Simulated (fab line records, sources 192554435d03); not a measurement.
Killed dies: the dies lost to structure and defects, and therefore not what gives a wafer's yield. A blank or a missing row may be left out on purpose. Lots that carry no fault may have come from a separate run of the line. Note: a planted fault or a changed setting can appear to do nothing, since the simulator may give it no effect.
Struck lot and sound lot, side by side | flow n5Finfet | 15 steps out of a route of 1938
Sound: these wafers, L638.2, L638.3, L638.5. The struck wafers were L634.1, L634.3, L634.5. The cause comes at the end.
Per side, at each step with rows, come the tool, then ch with its chambers, and then its first start. Under that, the readings that differ: sound wafers | struck wafers | difference of the means | sigmas: that difference in standard deviations of wafers without a fault.
alike: same words and numbers on both sides, and readings whose means sit less than 2 such deviations apart. not compared: any withheld reading, any reading some wafer has no value for, any bound like >300 that may hide the same value, and any number with overlapping values for which the record gives no deviation.
The two part at a step that has a row with sigmas, a row that says differs or no value, or rows on one side only. Numbers that have no deviation but don't overlap get no sigmas and don't part them. A reading missing from all wafers of one side parts the sides only when that side holds two or more wafers.

first, 1 step without rows for these wafers: N5_BEOL_M11_STRIP_73 (strips in C4F6/O2).
N5_BEOL_M11_STRIP_36: strips in N2/H2.
  sound on rieDiel-01 ch 0,1,3, day 14 19:31; struck on rieDiel-02 ch 1,2,3, day 13 09:05
reading              | sound          | struck         | difference | sigmas
throttleValvePct (%) | 23.3 23.4 22.9 | 24.1 24.0 23.6 | +0.7       | +2
  alike: chamberPressureMTorr, drypumpMotorCurrentA, n2FlowSccm, oesProductAu, rfVppV, showerheadPlenumPTorr
  not compared: rfHoursCounterH
then, 1 step without rows for these wafers: N5_BEOL_M11_TRENCH_ETCH_37 (etches SiCOH lowk in C4F6/O2, target depth 148.83 nm, time 48 s).
N5_BEOL_M11_ETCH_41: etches SiCN in CH3F/O2, target depth 42.6 nm, time 86 s.
  sound on rieDiel-01 ch 0,1,3; struck on rieDiel-02 ch 1,2,3
reading              | sound             | struck            | difference | sigmas
throttleValvePct (%) | 15.81 16.10 15.93 | 16.55 16.83 16.31 | +0.62      | +2
  alike: chamberPressureMTorr, drypumpMotorCurrentA, oesProductAu, rfVppV, showerheadPlenumPTorr
  not compared: rfHoursCounterH
N5_BEOL_M11_STRIP_77: strips in N2/H2, time 10 s.
  sound on rieDiel-01 ch 0,1,3; struck on rieDiel-02 ch 1,2,3
reading              | sound          | struck         | difference | sigmas
throttleValvePct (%) | 23.3 23.4 22.9 | 24.1 24.0 23.6 | +0.7       | +2
  alike: chamberPressureMTorr, drypumpMotorCurrentA, n2FlowSccm, oesProductAu, rfVppV, showerheadPlenumPTorr
  not compared: rfHoursCounterH
N5_BEOL_M11_OCD_MEAS_38:
  sound on ocd-01, day 14 19:45; struck on ocd-02, day 13 09:19
  alike: trenchDepthNm
then, 4 steps without rows for these wafers: N5_BEOL_M11_HM_STRIP_39 (strips TiN in peroxide tin strip, target depth 25 nm, time 158 s); N5_BEOL_M11_SRD_40 (time 30 s); N5_BEOL_M11_PRECLEAN_42 (cleans in residue remover, time 60 s); N5_BEOL_M11_SRD_43 (time 30 s).
N5_BEOL_M11_CD_MEAS_35 targets a cd of 70 nm.
  sound on cdSem-01, day 14 19:54; struck on cdSem-03, day 13 09:29
  alike: cdNm
N5_BEOL_M11_CURE_72: cures SiCOH lowk, time 120 s.
  sound on uvCure-03 ch 2, day 14 19:59; struck on uvCure-02 ch 1, day 13 09:31
reading          | sound             | struck            | difference | sigmas
wafer_temp_C_max | 372.4 373.4 374.0 | 371.5 371.6 371.8 | -1.6       | -3
  alike: lampPowerPct
N5_BEOL_M11_DEGAS_44: time 60 s.
  sound on pvdSputter-01, day 14 20:16; struck on pvdSputter-03, day 13 10:06
reading            | sound                | struck               | difference | sigmas
susceptorTempC (C) | 249.89 250.04 250.09 | 247.42 247.54 247.39 | -2.56      | -14
  alike: heaterPowerW
N5_BEOL_M11_PRE_CLEAN_45: time 30 s.
  sound on pvdSputter-01, day 14 20:18; struck on pvdSputter-03, day 13 10:08
  alike: heaterPowerW
N5_PASSIVATION_PROBE_49:
  sound on prober-02, day 16 10:41; struck on prober-01, day 15 03:58
  alike: defectLimitedYield, killed_at_M0_to_M3, killed_at_M4_up, killedAtContacts, killedAtFrontEnd, killedAtOther, killedDies, killedOpen, killedShort, sort_bin_5_function, sort_bin_6_memory, sortNPass, sortYieldPct

== WHERE THEY PART ==
Last at N5_BEOL_M11_DEGAS_44 as far as this record goes, first at N5_BEOL_M11_STRIP_36. Later steps at which nothing parts them and some readings are alike: N5_BEOL_M11_PRE_CLEAN_45, N5_PASSIVATION_PROBE_49.

WHY: what had been put in by the simulator
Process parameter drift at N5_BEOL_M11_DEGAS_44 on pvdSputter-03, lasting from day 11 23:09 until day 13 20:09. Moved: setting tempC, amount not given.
